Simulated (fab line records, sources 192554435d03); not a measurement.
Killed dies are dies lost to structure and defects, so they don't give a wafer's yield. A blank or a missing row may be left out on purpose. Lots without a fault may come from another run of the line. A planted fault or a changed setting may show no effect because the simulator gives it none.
A struck lot beside a sound one | flow n5_finfet | 41 steps out of a route of 1938
Sound: wafers L397.1, L397.3, L397.4. Struck: wafer L414.1. (L414.3, L414.4 of the same lot were not struck and are left out.) The cause comes at the end.
At each step with rows: each side's tool, then ch and its chambers, then its first start. Under that, the readings that differ: sound wafers | struck wafers | difference of the means | sigmas: that difference in standard deviations of wafers without a fault.
alike: readings whose means differ by less than 2 such deviations, and words and numbers that are the same on both sides. not compared: withheld readings, readings that some wafer has no value for, bounds like >300 that may hide the same value, and numbers for which the record gives no deviation and whose values overlap.
The two part at a step that has a row with sigmas, a row that says differs or no value, or rows on one side only. Numbers that don't overlap but have no deviation are shown without sigmas and don't part them. A reading that every wafer of one side lacks parts them only if that side has two wafers or more.

first, 1 step without rows for these wafers: N5_BEOL_M2_STRIP_97 (strips in N2/H2, time 10 s).
N5_BEOL_M2_OCD_MEAS_38:
  sound on ocd-01, day 6 22:52; struck on ocd-02, day 11 03:48
  alike: trench_depth_nm
then, 4 steps without rows for these wafers: N5_BEOL_M2_HM_STRIP_39 (strips TiN in peroxide tin strip, target depth 25 nm, time 158 s); N5_BEOL_M2_SRD_40 (time 30 s); N5_BEOL_M2_PRECLEAN_42 (cleans in residue remover, time 60 s); N5_BEOL_M2_SRD_43 (time 30 s).
N5_BEOL_M2_CD_MEAS_35: target cd 18 nm, target cd y 22.2 nm.
  sound on cd_sem-02, day 6 23:02; struck on cd_sem-01, day 11 03:57
  alike: cd_nm
then, 3 steps without rows for these wafers: N5_BEOL_M2_DEGAS_44 (time 60 s); N5_BEOL_M2_PRE_CLEAN_45 (time 30 s); N5_BEOL_M2_ALD_84 (deposits TaN, pulse time 2 s, purge time 3 s, co reactant purge time 2 s).
N5_BEOL_M2_SURFACE_TREAT_85:
  sound on pvd_sputter-02, day 6 23:38; struck on pvd_sputter-01, day 11 04:58
  not compared: throttle_valve_pct
then, 1 step without rows for these wafers: N5_BEOL_M2_CVD_47 (deposits Co from CCTBA/H2, target thk 3 nm, time 223.8 s).
N5_BEOL_M2_SPUTTER_48: material Cu, target thk 4.5 nm, time 8.29 s.
  sound on pvd_sputter-02, day 6 23:51; struck on pvd_sputter-01, day 11 05:33
  alike: susceptor_temp_C, throttle_valve_pct
then, 2 steps without rows for these wafers: N5_BEOL_M2_ANNEAL_49 (time 240 s); N5_BEOL_M2_SPUTTER_79 (material Cu, target thk 4.5 nm, time 8.29 s).
N5_BEOL_M2_ANNEAL_80: time 240 s.
  sound on pvd_sputter-02, day 7 00:09; struck on pvd_sputter-01, day 11 05:51
  alike: heater_power_w, susceptor_temp_C
then, 2 steps without rows for these wafers: N5_BEOL_M2_SPUTTER_81 (material Cu, target thk 4.5 nm, time 8.29 s); N5_BEOL_M2_ANNEAL_82 (time 240 s).
N5_BEOL_M2_SPUTTER_86: material Cu, target thk 4.5 nm, time 8.29 s.
  sound on pvd_sputter-02, day 7 00:31; struck on pvd_sputter-01, day 11 06:13
  alike: susceptor_temp_C, throttle_valve_pct
then, 17 steps without rows for these wafers: N5_BEOL_M2_ANNEAL_87 (time 240 s); N5_BEOL_M2_SPUTTER_88 (material Cu, target thk 4.5 nm, time 8.29 s); N5_BEOL_M2_ANNEAL_89 (time 240 s); N5_BEOL_M2_SPUTTER_90 (material Cu, target thk 4.5 nm, time 8.29 s); N5_BEOL_M2_ANNEAL_91 (time 240 s); N5_BEOL_M2_SPUTTER_92 (material Cu, target thk 4.5 nm, time 8.29 s); N5_BEOL_M2_ANNEAL_93 (time 240 s); N5_BEOL_M2_SPUTTER_94 (material Cu, target thk 4.5 nm, time 8.29 s); N5_BEOL_M2_ANNEAL_95 (time 240 s); N5_BEOL_M2_SPUTTER_96 (material Cu, target thk 4.5 nm, time 8.29 s); N5_BEOL_M2_ECD_50 (material Cu, target thk 300 nm); N5_BEOL_M2_ANNEAL_51 (time 90 s); N5_BEOL_M2_CMP_52 (polishes, stops on SiOC, t overpolish 6.8 s, target thk 40 nm); N5_BEOL_M2_PRE_CLEAN_60 (time 15 s); N5_BEOL_M2_CO_CAP_55 (material Co, precursor CCTBA/H2, target thk 2 nm, time 102.1 s); N5_BEOL_M2_PRE_CLEAN_56 (time 15 s); N5_BEOL_M2_DEP_57 (deposits SiCN from 3MS/NH3, target thk 8 nm, time 14 s).
N5_BEOL_M2_RS_MEAS_58: measures by four-point-probe.
  sound on film_metro-01, day 7 02:40; struck on film_metro-01, day 11 08:23
  alike: M2_RS
N5_BEOL_M3_ILD_DEP_00: deposits SiOC from DEMS/O2, target thk 79 nm, time 15.3 s.
  sound on pecvd-04 ch 0,1,2, day 7 02:43; struck on pecvd-02 ch 0, day 11 08:26
  reading            | sound       | struck | difference | sigmas
  heater_power_w (W) | 494 485 476 | 329    | -156       | -4
  alike: showerhead_plenum_p_Torr, showerhead_vpp_V, susceptor_temp_C, throttle_valve_pct
  not compared: since_wet_clean_h
N5_BEOL_M3_THK_MEAS_01:
  sound on film_metro-01, day 7 02:47; struck on film_metro-01, day 11 08:31
  alike: M3_ILD_THK
N5_BEOL_M3_PECVD_72: deposits SiO2 from TEOS/O2, target thk 16 nm, time 18 s.
  sound on pecvd-03 ch 0,1, day 7 02:49; struck on pecvd-03 ch 1, day 11 08:34
  alike: heater_power_w, showerhead_plenum_p_Torr, showerhead_vpp_V, susceptor_temp_C, throttle_valve_pct
  not compared: since_wet_clean_h
-- the record jumps here: 5 days lie between the struck wafers' starts before and after (it left off in module BEOL_M3 and takes up again in module PASSIVATION, whose first step shown is number 1936 of the route) --
N5_PASSIVATION_PROBE_49:
  sound on prober-02, day 12 09:47; struck on prober-02, day 16 19:05
  reading                  | sound          | struck | difference | sigmas
  defect_limited_yield (%) | 89.2 90.0 91.3 | 81.4   | -8.8       | -5
  killed_at_M0_to_M3       | 39 39 40       | 160    | +121       | +11
  killed_dies              | 128 118 103    | 220    | +104       | +5
  sort_bin_5_function (%)  | 6.3 5.5 4.9    | 11.4   | +5.8       | +6
  sort_n_pass              | 1052 1062 1077 | 960    | -104       | -5
  sort_yield_pct (%)       | 89.2 90.0 91.3 | 81.4   | -8.8       | -5
  alike: killed_at_M4_up, killed_at_contacts, killed_at_front_end, killed_at_other, killed_open, killed_short, sort_bin_6_memory, sort_bin_8_speed

WHERE THEY PART
First at N5_BEOL_M3_ILD_DEP_00; last, within this record, at N5_PASSIVATION_PROBE_49.

WHY: what the simulator had put in
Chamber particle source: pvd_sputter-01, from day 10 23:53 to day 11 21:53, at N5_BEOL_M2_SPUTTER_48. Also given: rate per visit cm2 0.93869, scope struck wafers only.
